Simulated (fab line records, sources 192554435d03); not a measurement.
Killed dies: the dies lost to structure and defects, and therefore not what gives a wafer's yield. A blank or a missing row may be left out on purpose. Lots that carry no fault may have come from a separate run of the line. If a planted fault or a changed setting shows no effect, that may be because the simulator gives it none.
fab line records    flow n5_finfet
record: lots: 7  wafers: 39
route steps=1938 shown WELL_APT@32 DUMMY_GATE@237 SD_EPI_P@300 GATE_CUT@469 MOL_CONTACT_COAG@562 BEOL_M4@1111
start_h: start of the lot's first displayed wafer, in hours after the record's first day    wait_h: hours elapsed since this lot's preceding step    " the same as in the row above    L1.1+2: one row covering several wafers at once    - no value present, or no start provided    * or withheld: withheld    < > ~ a bound
route shown NAME@n: names a module that has steps shown in the file, with the first one's number in the route    usual: mean and standard deviation over wafers with no fault    same: alike in all rows    chamber/n: place in a boat    sites: per-site readings    _std_site: the values' standard deviation    _edge_site: outer sites' mean less inner sites'    radius_mm: for every site, how far away it sits from the centre of the wafer    mask NAME#n: copy n    behind: the tool/chamber that last shaped the wafer    hold: what put the lot on hold/how long, in hours/how the hold closed    device: whichever transistor did not switch (one of n, p or np)    end of line: tests run on the same wafers once the route is complete    for a step that has no rows: nothing shown but its recipe    killed: not the wafer's yield, but the dies lost to structure and defects at the first sort    map: the dies of a wafer, with x for killed, . for not killed, _ for no die there
set.NAME: the setting that was run; set.NAME@STEP: the one run at that earlier step    model.NAME: the simulator's own value behind a step, which no gauge read
one table per step and one row per wafer, for lots whose settings were changed on purpose
== steps ==
step: N5_WELL_APT_IMPLANT_14
recipe: species: P  energy_kev: 160  dose_cm2: 1.5e+13  tilt_deg: 0  rotation_deg: 0
step: N5_DUMMY_GATE_ETCH_37
recipe: chemistry: N2/H2  target: SOC  target_depth_a: 600  overetch_a: 300  temp_c: 40  ion_energy_ev: 200  pressure_mtorr: 30  source_w: 840  bias_w: 150  n2_flow_sccm: 200  h2_flow_sccm: 200
step: N5_DUMMY_GATE_ETCH_44
recipe: chemistry: HBr/O2  over_etch_frac: 0.7  target_depth_a: 1275  stop_on: SiO2  ion_energy_ev: 60  bias_w: 20  target: poly-Si  mask_material: SiO2  pressure_mtorr: 20  icp_w: 400  HBr_flow_sccm: 120  O2_flow_sccm: 10
step: N5_SD_EPI_P_EXPOSE_06
recipe: mask_id: SD_P_BLK  na: 1.35  source_shape: conventional  sigma_outer: 0.8  polarization: unpolarized  target_cd_nm: 240  dose_mj: 39.5
step: N5_GATE_CUT_ETCH_58
recipe: chemistry: CH3F/O2  target: SiNx  target_depth_a: 170  time_s: 128.6  ion_energy_ev: 50  pressure_mtorr: 30  source_w: 415  bias_w: 21  Ar_flow_sccm: 150  CH3F_flow_sccm: 30  O2_flow_sccm: 20
step: N5_GATE_CUT_CUT_ETCH_53
recipe: chemistry: SF6/Cl2  target: W  mask_material: SiO2  target_depth_a: 792  pressure_mtorr: 8  icp_w: 900  bias_w: 80  SF6_flow_sccm: 40  Cl2_flow_sccm: 60  ends: cleared
step: N5_GATE_CUT_CUT_ETCH_54
recipe: chemistry: Cl2/BCl3  target: TiN  mask_material: SiO2  target_depth_a: 967  pressure_mtorr: 10  icp_w: 1000  bias_w: 126  Cl2_flow_sccm: 53.25  bcl3_flow_sccm: 21.75  Ar_flow_sccm: 25  ends: cleared
step: N5_MOL_CONTACT_COAG_ALD_123
recipe: material: SiNx  target_thk_a: 50  temp_c: 400  ald_precursor_family: SiH2I2  ald_co_reactant: N2/H2-plasma  pulse_time_s: 1  purge_time_s: 2  co_reactant_purge_time_s: 2  ald_cycles: 100  pressure_torr: 2
step: N5_BEOL_M4_RC_MEAS_101
usual: RS_NWELL: 1037/6.4
lot.wafer  tool       chamber  start_h  wait_h  set.energy_kev@WELL_APT_IMPLANT_14  set.source_w@DUMMY_GATE_ETCH_37  set.target_depth_a@DUMMY_GATE_ETCH_44  set.dose_mj@SD_EPI_P_EXPOSE_06  set.source_w@GATE_CUT_ETCH_58  set.icp_w@GATE_CUT_CUT_ETCH_53  set.icp_w@GATE_CUT_CUT_ETCH_54  set.ald_cycles@MOL_CONTACT_COAG_ALD_123  RS_NWELL[ohm/sq]
L077.1     prober-01  0        188.78   0.0     160                                 969.4                            1275                                   39.5                            415                            822.2                           1000                            112                                      1035
L077.2     "          0        "        "       160                                 840                              1275                                   39.5                            415                            900                             1083                            100                                      1039
L077.3     "          0        "        "       160                                 840                              1275                                   39.5                            389.1                          822.2                           1083                            100                                      1033
L077.4     "          0        "        "       160                                 969.4                            1275                                   39.5                            389.1                          900                             1000                            100                                      1039
L077.5     "          0        "        "       160                                 969.4                            1275                                   39.5                            389.1                          900                             1083                            112                                      1030
L077.6     "          0        "        "       160                                 840                              1275                                   39.5                            415                            822.2                           1000                            112                                      1034
L078.1     prober-02  0        206.75   0.0     160                                 840                              1275                                   38.22                           415                            815.7                           1000                            115                                      1043
L078.2     "          0        "        "       160                                 840                              1275                                   39.5                            367.7                          900                             1000                            100                                      1036
L078.3     "          0        "        "       160                                 840                              1212                                   38.22                           367.7                          900                             1000                            115                                      1044
L078.4     "          0        "        "       160                                 840                              1275                                   39.5                            415                            815.7                           1000                            115                                      1039
L078.5     "          0        "        "       160                                 840                              1212                                   38.22                           415                            900                             1000                            100                                      1033
L078.6     "          0        "        "       160                                 840                              1212                                   39.5                            367.7                          815.7                           1000                            100                                      1024
L079.1     prober-02  0        216.76   0.0     160                                 840                              1275                                   39.5                            415                            900                             1000                            93                                       1043
L079.2     "          0        "        "       160                                 781.3                            1275                                   39.5                            449.5                          900                             1000                            93                                       1038
L079.3     "          0        "        "       160                                 781.3                            1275                                   39.5                            415                            900                             848.8                           100                                      1032
L079.4     "          0        "        "       160                                 840                              1275                                   39.5                            449.5                          900                             848.8                           93                                       1034
L079.5     "          0        "        "       160                                 781.3                            1275                                   39.5                            449.5                          900                             1000                            100                                      1034
L079.6     "          0        "        "       160                                 840                              1275                                   39.5                            415                            900                             848.8                           100                                      1039
L086.1     prober-02  0        249.36   0.0     160                                 840                              1275                                   39.5                            415                            1001                            1000                            100                                      1051
L086.2     "          0        "        "       143.4                               840                              1275                                   39.5                            415                            900                             1000                            100                                      1104
L086.3     "          0        "        "       143.4                               840                              1411                                   39.5                            415                            900                             1000                            100                                      1111
L086.4     "          0        "        "       143.4                               840                              1275                                   39.5                            415                            1001                            1000                            100                                      1103
L086.5     "          0        "        "       160                                 840                              1411                                   39.5                            415                            1001                            1000                            100                                      1040
L086.6     "          0        "        "       160                                 840                              1411                                   39.5                            415                            900                             1000                            100                                      1033
L088.1     prober-02  0        257.40   0.0     160                                 702.5                            1335                                   36.9                            386.5                          1035                            1000                            100                                      1040
L088.2     "          0        "        "       160                                 702.5                            1275                                   36.9                            386.5                          900                             1000                            106                                      1042
L088.3     "          0        "        "       160                                 840                              1275                                   39.5                            386.5                          900                             945.1                           100                                      1038
L088.4     "          0        "        "       160                                 840                              1335                                   39.5                            415                            900                             1000                            106                                      1036
L088.5     "          0        "        "       160                                 840                              1335                                   36.9                            415                            1035                            945.1                           100                                      1041
L088.6     "          0        "        "       160                                 702.5                            1275                                   39.5                            415                            1035                            945.1                           106                                      1035
L095.2     prober-02  0        316.78   0.2     160                                 840                              1275                                   39.5                            415                            900                             1000                            100                                      1039
L095.3     "          0        "        "       160                                 840                              1275                                   39.5                            415                            900                             1000                            100                                      1032
L095.4     "          0        "        "       160                                 840                              1275                                   39.5                            415                            900                             1000                            100                                      1038
L097.1     prober-01  0        319.44   0.0     152.9                               840                              1161                                   39.5                            415                            900                             1099                            100                                      1068
L097.2     "          0        "        "       152.9                               840                              1275                                   39.5                            415                            900                             1099                            100                                      1063
L097.3     "          0        "        "       160                                 840                              1275                                   39.5                            415                            900                             1099                            94                                       1041
L097.4     "          0        "        "       160                                 840                              1275                                   39.5                            415                            900                             1000                            94                                       1034
L097.5     "          0        "        "       152.9                               840                              1161                                   39.5                            415                            900                             1000                            94                                       1069
L097.6     "          0        "        "       160                                 840                              1161                                   39.5                            415                            900                             1000                            100                                      1041
== key ==
split: step: N5_WELL_APT_IMPLANT_14  setting: energy_kev  stated_as: 160
response: step: N5_BEOL_M4_RC_MEAS_101  reading: RS_NWELL  slope: -6.15  per: 1%  together_with: all  explained: 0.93
split: step: N5_DUMMY_GATE_ETCH_37  setting: source_w  stated_as: 840
response none clear
split: step: N5_DUMMY_GATE_ETCH_44  setting: target_depth_a  stated_as: 1275
response none clear
split: step: N5_SD_EPI_P_EXPOSE_06  setting: dose_mj  stated_as: 39.5
response none clear
split: step: N5_GATE_CUT_ETCH_58  setting: source_w  stated_as: 415
response none clear
split: step: N5_GATE_CUT_CUT_ETCH_53  setting: icp_w  stated_as: 900
response none clear
split: step: N5_GATE_CUT_CUT_ETCH_54  setting: icp_w  stated_as: 1000
response none clear
split: step: N5_MOL_CONTACT_COAG_ALD_123  setting: ald_cycles  stated_as: 100
response none clear
